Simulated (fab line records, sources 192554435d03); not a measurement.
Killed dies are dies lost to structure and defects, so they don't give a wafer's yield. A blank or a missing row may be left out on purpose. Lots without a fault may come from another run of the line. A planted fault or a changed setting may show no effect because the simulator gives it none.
A struck lot beside a sound one | flow n5_finfet | 40 steps out of a route of 1938
Sound: wafers L547.2, L547.4, L547.5. Struck: wafers L539.1, L539.5. (L539.4 of the same lot was not struck and is left out.) The cause comes at the end.
At each step with rows: each side's tool, then ch and its chambers, then its first start. Under that, the readings that differ: sound wafers | struck wafers | difference of the means | sigmas: that difference in standard deviations of wafers without a fault.
alike: readings whose means differ by less than 2 such deviations, and words and numbers that are the same on both sides. not compared: withheld readings, readings that some wafer has no value for, bounds like >300 that may hide the same value, and numbers for which the record gives no deviation and whose values overlap.
The two part at a step that has a row with sigmas, a row that says differs or no value, or rows on one side only. Numbers that don't overlap but have no deviation are shown without sigmas and don't part them. A reading that every wafer of one side lacks parts them only if that side has two wafers or more.

N5_BEOL_M6_OCD_MEAS_38:
  sound on ocd-02, day 13 22:09; struck on ocd-01, day 11 02:43
  alike: trench_depth_nm
then, 4 steps without rows for these wafers: N5_BEOL_M6_HM_STRIP_39 (strips TiN in peroxide tin strip, target depth 25 nm, time 158 s); N5_BEOL_M6_SRD_40 (time 30 s); N5_BEOL_M6_PRECLEAN_42 (cleans in residue remover, time 60 s); N5_BEOL_M6_SRD_43 (time 30 s).
N5_BEOL_M6_CD_MEAS_35: target cd 40 nm, target cd y 28 nm.
  sound on cd_sem-01, day 13 22:19; struck on cd_sem-03, day 11 02:52
  alike: cd_nm
then, 1 step without rows for these wafers: N5_BEOL_M6_CURE_75 (cures SiCOH lowk, time 120 s).
N5_BEOL_M6_DEGAS_44: time 60 s.
  sound on pvd_sputter-03, day 13 22:51; struck on pvd_sputter-02, day 11 07:36
  alike: heater_power_w
then, 4 steps without rows for these wafers: N5_BEOL_M6_PRE_CLEAN_45 (time 30 s); N5_BEOL_M6_ALD_77 (deposits TaN, target thk 2 nm, pulse time 2 s, purge time 3 s); N5_BEOL_M6_SURFACE_TREAT_79; N5_BEOL_M6_CVD_78 (deposits Co from CCTBA/H2, target thk 2 nm, time 142.3 s).
N5_BEOL_M6_SPUTTER_48: material Cu, target thk 10 nm, time 1.667 s.
  sound on pvd_sputter-02, day 13 23:35; struck on pvd_sputter-02, day 11 08:25
  alike: chuck_sensor_temp_C, throttle_valve_pct
then, 4 steps without rows for these wafers: N5_BEOL_M6_ECD_50 (material Cu, target thk 300 nm); N5_BEOL_M6_ANNEAL_51 (time 90 s); N5_BEOL_M6_CMP_52 (polishes, stops on SiCOH lowk, t overpolish 6.9 s, target thk 80 nm); N5_BEOL_M6_PRE_CLEAN_55 (time 15 s).
N5_BEOL_M6_DEP_56: deposits SiCN from 3MS/NH3, target thk 10 nm, time 17.5 s.
  sound on pecvd-03 ch 0,2, day 14 00:40; struck on pecvd-02 ch 0, day 11 09:17
  reading                | sound         | struck  | difference | sigmas
  throttle_valve_pct (%) | 10.1 9.0 10.0 | 8.7 9.0 | -0.8       | -2
  alike: chamber_pressure_Torr, rf_fwd_power_W, showerhead_plenum_p_Torr
N5_BEOL_M6_RS_MEAS_57: measures by four-point-probe.
  sound on film_metro-01, day 14 00:44; struck on film_metro-01, day 11 09:21
  alike: M6_RS
then, 1 step without rows for these wafers: N5_BEOL_M7_ILD_DEP_00 (deposits SiCOH lowk from DEMS/porogen, target thk 179.75 nm, time 33.4 s).
N5_BEOL_M7_CURE_74: cures SiCOH lowk, time 240 s.
  sound on uv_cure-03 ch 1, day 14 00:56; struck on uv_cure-03 ch 1, day 11 09:29
  alike: lamp_power_pct, wafer_temp_C_max
N5_BEOL_M7_THK_MEAS_01:
  sound on film_metro-01, day 14 01:22; struck on film_metro-01, day 11 10:28
  alike: M7_ILD_THK
then, 1 step without rows for these wafers: N5_BEOL_M7_PECVD_70 (deposits SiO2 from TEOS/O2, target thk 20 nm, time 22.7 s).
N5_BEOL_M7_HM_DEP_02: deposits TiN, target thk 20 nm.
  sound on pvd_sputter-01, day 14 02:02; struck on pvd_sputter-03, day 11 10:34
  alike: throttle_valve_pct
then, 8 steps without rows for these wafers: N5_BEOL_M7_COAT_59 (time 60 s, resist thk 100 nm); N5_BEOL_M7_COAT_60 (time 60 s, resist thk 35 nm); N5_BEOL_M7_COAT_05 (resist thk 90 nm); N5_BEOL_M7_EBR_07; N5_BEOL_M7_SOFTBAKE_06 (time 60 s); N5_BEOL_M7_EXPOSE_08 (exposes mask M7); N5_BEOL_M7_PEB_09 (peb time 60 s); N5_BEOL_M7_DEVELOP_10 (develop time 30 s).
N5_BEOL_M7_CD_MEAS_11: target cd 38.5 nm.
  sound on cd_sem-02 ch 0, day 14 02:32; struck on cd_sem-01 ch 0, day 11 10:56
  alike: cd_nm
N5_BEOL_M7_OVL_MEAS_12:
  sound on overlay-02 ch 0, day 14 02:34; struck on overlay-02 ch 0, day 11 10:58
  alike: M7_OVL
then, 4 steps without rows for these wafers: N5_BEOL_M7_DESCUM_16 (chemistry O2, time 7.9 s); N5_BEOL_M7_ETCH_61 (etches SiARC in CF4, target depth 45.5 nm, time 75.8 s); N5_BEOL_M7_ETCH_62 (etches SOC in N2/H2, target depth 110 nm, overetch 22 nm, time 165 s); N5_BEOL_M7_STRIP_68 (strips in N2/H2).
N5_BEOL_M7_STRIP_67: strips in CF4.
  sound on rie_diel-05 ch 0,2, day 14 02:52; struck on rie_diel-06 ch 0,2, day 11 11:16
  alike: bias_power_w, drypump_motor_current_A, oes_product_au, rf_vpp_V, showerhead_plenum_p_Torr, throttle_valve_pct
  not compared: rf_hours_counter_h
-- the record jumps here: 3 days lie between the struck wafers' starts before and after (it left off in module BEOL_M7 and takes up again in module PASSIVATION, whose first step shown is number 1936 of the route) --
N5_PASSIVATION_PROBE_49:
  the record has rows for the struck wafers here (prober-01, day 14 16:16) and none for the sound ones

WHERE THEY PART
First at N5_BEOL_M6_DEP_56; last, within this record, at N5_PASSIVATION_PROBE_49.

WHY: what the simulator had put in
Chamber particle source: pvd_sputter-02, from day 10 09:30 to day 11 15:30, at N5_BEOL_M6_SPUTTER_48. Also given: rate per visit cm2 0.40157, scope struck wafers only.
